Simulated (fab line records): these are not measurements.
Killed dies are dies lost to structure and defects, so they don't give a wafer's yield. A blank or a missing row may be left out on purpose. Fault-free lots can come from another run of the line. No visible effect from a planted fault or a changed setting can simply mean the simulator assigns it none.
fab line records	flow n5_finfet
record: lots: 5	wafers: 15	last_day: 18
route steps=1938 shown BEOL_M1@756 BEOL_M4@1111 PASSIVATION@1936
lots that met no fault: taken from a fault-free run of the same line
start_h: hours from the record's opening day to when the first of the lot's shown wafers began	wait_h: hours from the lot's prior step to this one	" same as the row above	L1.1+2: several wafers, shown together as one row	- value missing, or start not given	* or withheld: withheld	< > ~ a bound
route shown NAME@n: names a module that has steps shown in the file, with the first one's number in the route	usual: average and standard deviation across the fault-free wafers	same: alike in all rows	chamber/n: place in a boat	sites: the reading at each site	_std_site: standard deviation of those values	_edge_site: outer sites' mean less inner sites'	radius_mm: how far each site lies from the wafer's centre	mask NAME#n: copy n	behind: the tool/chamber that last shaped the wafer	hold: why the lot was held/for how many hours/how that ended	device: names the non-switching transistor (n, p or np)	end of line: the same wafers' tests at the end of the route	a step with no rows: only its recipe	killed: dies that structure and defects cost at the first sort, which is not the same as the wafer's yield	map: per-die view of a wafer (x killed, . not killed, _ where there is no die)
set.NAME: setting as actually run; set.NAME@STEP: the setting as run at that earlier step	model.NAME: the simulator's own value behind a step, which no gauge read
lots at selected steps of the route; one table per step, one row per wafer
services: from which hour (start_h, from the record's first day; less than 0 if before it) a tool's chamber was out of use, for how many hours, and why
== steps ==
step: N5_BEOL_M1_COAT_62
recipe: resist: SiARC	temp_c: 220	time_s: 60	spin_rpm: 1500	resist_thk_nm: 12
step: N5_BEOL_M1_COAT_73
recipe: resist: underlayer	temp_c: 205	time_s: 60	spin_rpm: 1500	resist_thk_nm: 5
step: N5_BEOL_M1_COAT_05
recipe: resist: CAR-EUV	spin_rpm: 1500	resist_thk_nm: 30
step: N5_BEOL_M1_EBR_07
recipe: solvent: PGMEA	ebr_width_mm: 1.5
step: N5_BEOL_M1_SOFTBAKE_06
recipe: temp_c: 110	time_s: 60	resist: CAR-EUV
step: N5_BEOL_M1_EXPOSE_08
recipe: mask_id: M1	na: 0.33	source_shape: dipole	sigma_inner: 0.369	sigma_outer: 0.767	polarization: unpolarized	dose_mj: 33
step: N5_BEOL_M1_PEB_09
recipe: peb_temp_c: 100	peb_time_s: 60	resist: CAR-EUV
step: N5_BEOL_M1_DEVELOP_10
recipe: develop_time_s: 30	developer: TMAH	resist: CAR-EUV	rinse_liquid: surfactant_rinse	dry: air_spin	dev_temp_c: 23
step: N5_BEOL_M1_CD_MEAS_11
recipe: target_cd_nm: 17.05	landing_energy_ev: 500	detector: se_inlens	polarity: opening
usual: cd_nm: 17.0/0.32
lot.wafer	tool	chamber	start_h	wait_h	cd_nm
L898.2	cd_sem-02	0	143.09	-	17.4
L898.4	"	0	"	"	17.2
L898.5	"	0	"	"	17.3
L901.2	cd_sem-03	0	154.79	-	16.8
L901.3	"	0	"	"	16.8
L901.4	"	0	"	"	17.2
L912.1	cd_sem-01	0	221.52	-	17.2
L912.2	"	0	"	"	16.9
L912.5	"	0	"	"	16.6
L915.1	cd_sem-03	0	235.29	-	17.3
L915.2	"	0	"	"	16.9
L915.4	"	0	"	"	17.0
L917.1	cd_sem-01	0	249.88	-	17.0
L917.3	"	0	"	"	16.8
L917.4	"	0	"	"	17.4
step: N5_BEOL_M1_OVL_MEAS_12
recipe: points_per_wafer: 522
usual: M1_OVL: -0.1/0.66
lot.wafer	tool	chamber	start_h	wait_h	M1_OVL[nm]
L898.2	overlay-01	0	143.12	0.0	-0.8
L898.4	"	0	"	"	0.3
L898.5	"	0	"	"	0.6
L901.2	overlay-01	0	154.82	0.0	0.5
L901.3	"	0	"	"	1.3
L901.4	"	0	"	"	0.7
L912.1	overlay-02	0	221.55	0.0	-1.6
L912.2	"	0	"	"	0.5
L912.5	"	0	"	"	-1.4
L915.1	overlay-01	0	235.32	0.0	0.7
L915.2	"	0	"	"	0.0
L915.4	"	0	"	"	-0.5
L917.1	overlay-01	0	249.91	0.0	0.7
L917.3	"	0	"	"	-0.9
L917.4	"	0	"	"	0.8
step: N5_BEOL_M1_INSPECT_13
recipe: mode: adi	inspect_instrument: brightfield
usual: raw_defect_count: 435/110
lot.wafer	tool	chamber	start_h	wait_h	raw_defect_count
L898.2	defect_inspect-01	-	143.18	0.0	402
L898.4	"	-	"	"	393
L898.5	"	-	"	"	421
L901.2	defect_inspect-02	-	154.88	0.0	541
L901.3	"	-	"	"	364
L901.4	"	-	"	"	384
L912.1	defect_inspect-01	-	221.61	0.1	460
L912.2	"	-	"	"	386
L912.5	"	-	"	"	473
L915.1	defect_inspect-01	-	235.37	0.1	790
L915.2	"	-	"	"	490
L915.4	"	-	"	"	473
L917.1	defect_inspect-01	-	249.97	0.1	511
L917.3	"	-	"	"	555
L917.4	"	-	"	"	580
step: N5_BEOL_M1_DESCUM_16
recipe: chemistry: O2	time_s: 7	source_power_w: 50	bias_power_w: 20	pressure_mtorr: 20	rf_frequency_hz: 2.712e+07	temp_c: 40	resist: CAR-EUV	o2_flow_sccm: 225
usual: drypump_motor_current_A: 5.7/0.46	oes_product_au: 0.85/0.081	rf_vpp_V: 243.1/1.3	showerhead_plenum_p_Torr: 2.09/0.061	throttle_valve_pct: 20.28/0.2
lot.wafer	tool	chamber	start_h	wait_h	drypump_motor_current_A	oes_product_au	rf_hours_counter_h	rf_vpp_V	showerhead_plenum_p_Torr	throttle_valve_pct
L898.2	rie_diel-03	3	143.21	0.0	6.5	0.92	18	245.0	2.23	20.29
L898.4	"	2	"	"	5.8	0.79	96	243.7	2.11	20.20
L898.5	"	0	"	"	6.0	0.85	-	244.2	2.11	20.35
L901.2	rie_diel-03	1	154.91	0.0	6.6	0.77	147	243.8	2.07	20.29
L901.3	"	2	"	"	5.8	0.79	100	243.9	2.11	20.21
L901.4	"	0	"	"	6.0	0.85	52	242.0	2.11	20.36
L912.1	rie_diel-01	1	222.48	0.9	5.4	0.86	48	241.8	2.05	20.04
L912.2	"	3	"	"	6.0	0.84	65	243.6	2.12	20.33
L912.5	"	3	"	"	6.0	0.84	-	243.3	2.12	20.34
L915.1	rie_diel-01	2	235.55	0.2	5.3	0.89	37	240.9	2.06	20.30
L915.2	"	1	"	"	5.4	0.86	50	242.1	2.05	20.05
L915.4	"	3	"	"	6.1	0.84	68	244.7	2.12	20.34
L917.1	rie_diel-05	3	250.28	0.3	5.8	0.71	218	242.7	2.18	20.85
L917.3	"	1	"	"	5.9	1.02	2	244.4	2.14	19.94
L917.4	"	0	"	"	5.1	0.70	203	240.4	2.01	20.47
step: N5_BEOL_M1_ETCH_74
recipe: chemistry: N2/H2	target: underlayer	target_depth_a: 65	mask_material: CAR-EUV	time_s: 5.2	ion_energy_ev: 200	pressure_mtorr: 30	source_w: 840	bias_w: 150	n2_flow_sccm: 200	h2_flow_sccm: 200	ends: cleared
usual: drypump_motor_current_A: 5.7/0.46	etch_rf_on_time_s: 5.21/0.21	oes_product_au: 0.72/0.07	rf_vpp_V: 524.0/2.2	showerhead_plenum_p_Torr: 2.54/0.078	throttle_valve_pct: 17.65/0.27
lot.wafer	tool	chamber	start_h	wait_h	drypump_motor_current_A	etch_rf_on_time_s	oes_product_au	rf_hours_counter_h	rf_vpp_V	showerhead_plenum_p_Torr	throttle_valve_pct
L898.2	rie_diel-03	3	143.25	0.0	6.5	5.25	0.79	18	528.4	2.70	17.61
L898.4	"	2	"	"	5.8	5.40	0.67	96	524.4	2.57	17.63
L898.5	"	0	"	"	6.0	5.03	0.73	-	525.0	2.59	18.05
L901.2	rie_diel-03	1	154.94	0.0	6.6	5.24	0.66	147	525.0	2.53	17.76
L901.3	"	2	"	"	5.8	3.77	0.83	100	525.6	2.57	17.65
L901.4	"	0	"	"	6.0	3.52	0.91	52	524.8	2.59	18.06
L912.1	rie_diel-01	1	222.51	0.0	5.4	5.56	0.69	48	522.4	2.48	17.28
L912.2	"	3	"	"	6.0	5.22	0.72	65	525.5	2.57	17.73
L912.5	"	3	"	"	6.0	5.17	0.72	-	523.4	2.57	17.72
L915.1	rie_diel-01	2	235.58	0.0	5.3	5.18	0.75	37	521.7	2.44	17.33
L915.2	"	1	"	"	5.4	5.56	0.69	50	521.6	2.48	17.32
L915.4	"	3	"	"	6.1	5.23	0.71	68	523.8	2.57	17.75
L917.1	rie_diel-05	3	250.32	0.0	5.8	5.41	0.59	218	525.2	2.63	18.23
L917.3	"	1	"	"	6.0	5.37	0.83	2	525.7	2.59	17.24
L917.4	"	0	"	"	5.1	5.38	0.60	203	518.9	2.43	17.94
step: N5_BEOL_M1_ETCH_63
recipe: chemistry: CF4	target: SiARC	target_depth_a: 156	mask_material: CAR-EUV	time_s: 26	ion_energy_ev: 80	pressure_mtorr: 40	source_w: 545	bias_w: 36	Ar_flow_sccm: 100	cf4_flow_sccm: 100	ends: cleared
usual: drypump_motor_current_A: 5.7/0.46	etch_rf_on_time_s: 26.2/0.85	oes_product_au: 0.72/0.069	rf_vpp_V: 184.1/1.1	showerhead_plenum_p_Torr: 2.14/0.062	throttle_valve_pct: 15.43/0.22
lot.wafer	tool	chamber	start_h	wait_h	drypump_motor_current_A	etch_rf_on_time_s	oes_product_au	rf_hours_counter_h	rf_vpp_V	showerhead_plenum_p_Torr	throttle_valve_pct
L898.2	rie_diel-03	3	143.26	0.0	6.6	26.2	0.77	18	185.7	2.27	15.27
L898.4	"	2	"	"	5.8	26.5	0.67	96	185.2	2.16	15.44
L898.5	"	0	"	"	6.1	25.4	0.73	-	185.9	2.15	15.43
L901.2	rie_diel-03	1	154.96	0.0	6.6	26.1	0.65	147	182.9	2.13	15.65
L901.3	"	2	"	"	5.8	26.3	0.67	100	183.9	2.15	15.45
L901.4	"	0	"	"	6.0	25.3	0.72	52	183.8	2.15	15.47
L912.1	rie_diel-01	1	222.53	0.0	5.4	27.2	0.71	48	181.8	2.10	15.26
L912.2	"	3	"	"	6.0	25.8	0.72	65	185.0	2.19	15.59
L912.5	"	3	"	"	6.0	25.8	0.73	-	183.2	2.19	15.59
L915.1	rie_diel-01	2	235.60	0.0	5.3	26.4	0.74	37	183.1	2.08	15.24
L915.2	"	1	"	"	5.4	27.5	0.70	50	183.0	2.10	15.28
L915.4	"	3	"	"	6.1	26.1	0.71	68	183.8	2.19	15.59
L917.1	rie_diel-05	3	250.33	0.0	5.8	27.3	0.59	218	185.1	2.21	16.03
L917.3	"	1	"	"	5.9	26.6	0.84	2	185.0	2.18	15.07
L917.4	"	0	"	"	5.1	26.6	0.60	203	183.8	2.04	15.57
step: N5_BEOL_M4_RC_MEAS_101
usual: DIBL_N: 37.2/2.5	DIBL_P: 38/3	IOFF_N: 0.17/0.044	IOFF_P: 0.24/0.059	ION_N: 667/13	ION_P: 461/7.9	SS_N: 71.8/0.86	SS_P: 73.6/0.92	VT_N: 250/4.1	VT_P: -249/3.9
lot.wafer	tool	chamber	start_h	wait_h	DIBL_N[mV/V]	DIBL_P[mV/V]	IOFF_N[nA/um]	IOFF_P[nA/um]	ION_N[uA/um]	ION_P[uA/um]	SS_N[mV/dec]	SS_P[mV/dec]	VT_N[mV]	VT_P[mV]
L898.2	prober-01	0	203.35	0.2	33.8	35	0.11	0.16	638	445	71.5	73.7	256	-252
L898.4	"	0	"	"	36.5	39	0.17	0.25	674	462	71.5	74.5	248	-249
L898.5	"	0	"	"	35.1	37	0.15	0.21	673	458	70.7	73.8	249	-250
L901.2	prober-01	0	212.88	0.2	38.8	37	0.17	0.23	678	460	72.1	74.2	254	-251
L901.3	"	0	"	"	39.8	40	0.21	0.28	681	462	72.1	74.6	249	-247
L901.4	"	0	"	"	39.7	39	0.20	0.26	678	458	71.8	74.3	251	-248
L912.1	prober-01	0	276.53	0.0	40.0	40	0.20	0.26	672	458	72.8	74.0	251	-247
L912.2	"	0	"	"	35.9	36	0.14	0.22	673	465	70.9	73.0	250	-250
L912.5	"	0	"	"	38.8	39	0.21	0.27	686	462	72.5	73.9	246	-249
L915.1	prober-01	0	287.56	0.0	37.8	39	0.18	0.26	665	455	71.2	74.3	251	-249
L915.2	"	0	"	"	32.8	34	0.11	0.17	665	457	69.9	72.4	255	-254
L915.4	"	0	"	"	38.9	41	0.22	0.31	675	470	72.3	75.3	249	-244
L917.1	prober-02	0	308.25	0.0	36.7	38	0.15	0.21	664	457	71.7	73.5	253	-253
L917.3	"	0	"	"	40.4	42	0.23	0.28	681	467	73.5	74.7	247	-250
L917.4	"	0	"	"	38.8	41	0.20	0.27	670	457	72.7	74.5	246	-249
step: N5_PASSIVATION_PROBE_49
usual: defect_limited_yield: 91.5/1.4	killed_at_M0_to_M3: 32/11	killed_at_M4_up: 12/4.4	killed_at_contacts: 13/6.1	killed_at_front_end: 39/12	killed_at_other: 3.9/3	killed_dies: 100/17	killed_open: 66/12	killed_short: 33/7.4	sort_bin_5_function: 5.0/0.95	sort_bin_6_memory: 3.2/0.66	sort_bin_8_speed: 0.0/0.33	sort_n_pass: 1079/17	sort_yield_pct: 91.4/1.5
same: gross_dies: 1180	killed_at_back_side: 0	sort_bin_4_leakage[%]: 0
lot.wafer	tool	chamber	start_h	wait_h	defect_limited_yield[%]	killed_at_M0_to_M3	killed_at_M4_up	killed_at_contacts	killed_at_front_end	killed_at_other	killed_dies	killed_open	killed_short	sort_bin_5_function[%]	sort_bin_6_memory[%]	sort_bin_8_speed[%]	sort_n_pass	sort_yield_pct[%]
L901.2	prober-02	-	324.87	0.1	88.9	43	6	18	62	2	131	77	44	6.0	4.2	0	1049	88.9
L901.3	prober-02	-	324.92	0.1	90.8	32	7	12	43	14	108	65	41	5.8	3.3	0	1072	90.8
L901.4	prober-02	-	324.97	0.2	91.4	49	12	7	33	1	102	69	33	4.0	4.4	0	1078	91.4
killed by level:class
L901.2 MOL_CONTACT_COAG:geometric_particle:open=15 FIN_SAQP:geometric_particle:open=11 FIN_SAQP:geometric_particle:short=10 BEOL_M0_SAQP:geometric_particle:open=10 BEOL_M0_SAQP:geometric_particle:short=9 BEOL_M2:geometric_particle:open=7 BEOL_M3:geometric_particle:open=6 HKMG_FIN:area_etch=6
L901.3 BEOL_M0_SAQP:geometric_particle:short=10 MOL_CONTACT_COAG:geometric_particle:open=9 FIN_SAQP:geometric_particle:open=8 BEOL_M0_SAQP:geometric_particle:open=8 GATE_CUT:geometric_particle:short=7 MIM_TOP:geometric_particle:short=7 DUMMY_GATE:geometric_particle:open=6 BEOL_M1:geometric_particle:open=5
L901.4 BEOL_M0_SAQP:geometric_particle:open=11 BEOL_M3:geometric_particle:open=11 BEOL_M1:geometric_particle:open=10 BEOL_M0_SAQP:geometric_particle:short=8 FIN_SAQP:geometric_particle:open=6 STI_FIN_REVEAL:geometric_particle:open=5 STARTING-WAFER:geometric_particle:short=4 GATE_CUT:geometric_particle:short=4
== services ==
tool	chamber	start_h	hours	kind
rie_diel-03	-	134.45	2.8	pm
rie_diel-05	-	139.00	2.8	pm
rie_diel-05	3	158.44	5.2	repair
rie_diel-05	-	183.76	15.6	pm
rie_diel-05	0	200.72	8.9	repair
rie_diel-05	1	203.12	7.6	repair
rie_diel-05	1	211.16	-	clean
rie_diel-05	1	211.16	-	consumable_replace:focus_ring
rie_diel-05	1	211.16	31.8	scheduled_down
rie_diel-05	1	211.16	31.8	vent_cycle
rie_diel-05	3	215.05	2.0	repair
== key ==
first_sign: step: N5_BEOL_M1_ETCH_74	reading: etch_rf_on_time_s	direction: down	sigmas: 7.4	usual: *	struck: *
effect none on later readings
met_at N5_BEOL_M1_ETCH_74
struck_wafers L901.3,L901.4
onset_between 143.25 154.94
fault: kind: process_parameter_drift	tool: rie_diel-03	chamber: -	onset_h: 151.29	steps: N5_BEOL_M1_ETCH_74	channel: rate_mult	offset: 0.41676	shape: step	end_h: 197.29	scope: struck_wafers_only
